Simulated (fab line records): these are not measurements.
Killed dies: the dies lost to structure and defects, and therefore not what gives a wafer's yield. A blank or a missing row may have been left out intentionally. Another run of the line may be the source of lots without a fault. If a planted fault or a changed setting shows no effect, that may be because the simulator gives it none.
3 desks, one fault + flow n5_finfet + numbers are kept per desk, each desk with only its own; the story behind them comes last
Where a reading is given only as a bound, like >300, the bound stands for it, and a mean or a difference that rests on one is marked > or <: the true number lies beyond.

THE DEFECT DESK
Lot by lot, what the route's inspections counted, given as the mean of those sampled wafers with a number. If a lot's mean is further than 4 standard deviations from the usual mean, the lot is out of limits and carries the mark OUT (the distance appears in the brackets).
Columns: A = raw_defect_count at N5_PASSIVATION_INSPECT_61, usual 2.2
| lot  | first seen here | A               |
|------|-----------------|-----------------|
| L901 | day 11 23:31    | 1.3             |
| L899 | day 11 23:34    | 2.0             |
| L903 | day 12 21:05    | 3.7             |
| L905 | day 14 03:41    | 2.3             |
| L912 | day 15 12:26    | >101 (>+71) OUT |
| L915 | day 15 15:49    | 2.7             |
| L913 | day 15 16:12    | >101 (>+71) OUT |
| L919 | day 16 17:43    | 2.3             |
| L918 | day 17 00:47    | 2.7             |
| L920 | day 17 03:17    | 3.0             |
| L922 | day 18 05:56    | 1.0             |
This desk finds L912, L913 out of limits, L912 being first, at day 15 12:26 (raw_defect_count at N5_PASSIVATION_INSPECT_61). L901, L899, L903, L905, L915, L919, L918, L920, L922: within limits.

METROLOGY DESK
What the gauges read, lot by lot, whatever tool the lot ran on: means of the sampled wafers that have a number. If a lot's mean is further than 4 standard deviations from the usual mean, the lot is out of limits and carries the mark OUT (the distance appears in the brackets).
Columns: A = MIM_TOP_OVL at N5_MIM_TOP_LITHO_OVL_MEAS_11, usual -1 nm
| lot  | first seen here | A   |
|------|-----------------|-----|
| L901 | day 11 18:34    | -5  |
| L899 | day 11 19:27    | 5   |
| L903 | day 12 18:19    | -1  |
| L905 | day 14 01:25    | 1   |
| L912 | day 15 09:10    | 0   |
| L913 | day 15 12:35    | -11 |
| L915 | day 15 13:20    | 5   |
| L919 | day 16 15:27    | -8  |
| L918 | day 16 21:47    | -3  |
| L920 | day 17 01:05    | 3   |
| L922 | day 18 03:15    | 1   |
Finding of this desk: none of the 11 lots has anything out of limits.

THE TOOL OWNER'S DESK: pecvd-01
The tool's own readings at N5_PASSIVATION_PECVD_01 (deposits SiNx from SiH4/NH3/N2, target thk 200 nm, time 43.2 s): means of the sampled wafers that have a number, for each lot that ran on this tool. If a lot's mean is further than 4 standard deviations from the usual mean, the lot is out of limits and carries the mark OUT (the distance appears in the brackets).
Columns: A = heater_power_w at N5_PASSIVATION_PECVD_01, usual 397 W; B = showerhead_plenum_p_Torr at N5_PASSIVATION_PECVD_01, usual 8.69 Torr; C = throttle_valve_pct at N5_PASSIVATION_PECVD_01, usual 29.2 %
| lot  | first seen here | A   | B    | C    |
|------|-----------------|-----|------|------|
| L903 | day 12 20:26    | 319 | 8.68 | 29.1 |
| L912 | day 15 11:11    | 395 | 8.64 | 30.1 |
| L913 | day 15 14:31    | 346 | 8.68 | 29.3 |
Finding of this desk: none of the 3 lots has anything out of limits.

TAKEN TOGETHER
The defect desk could have raised an alarm at day 15 12:26, on L912, L913.
Metrology desk: nothing out of limits seen.
Nothing out of limits was seen by the tool owner's desk.
The metrology desk holds a record of L912, L913, inside its limits.
On record at the tool owner's desk: L912, L913, within its limits.
N5_PASSIVATION_PECVD_01 was run on pecvd-01 by each of the lots named.

WHAT THE SIMULATOR HAD PUT IN
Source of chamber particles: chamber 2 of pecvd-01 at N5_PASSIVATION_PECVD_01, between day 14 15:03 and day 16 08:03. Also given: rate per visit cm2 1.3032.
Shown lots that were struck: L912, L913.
Hours from the fault's start to each desk's first reading out of limits: the defect desk, 21.
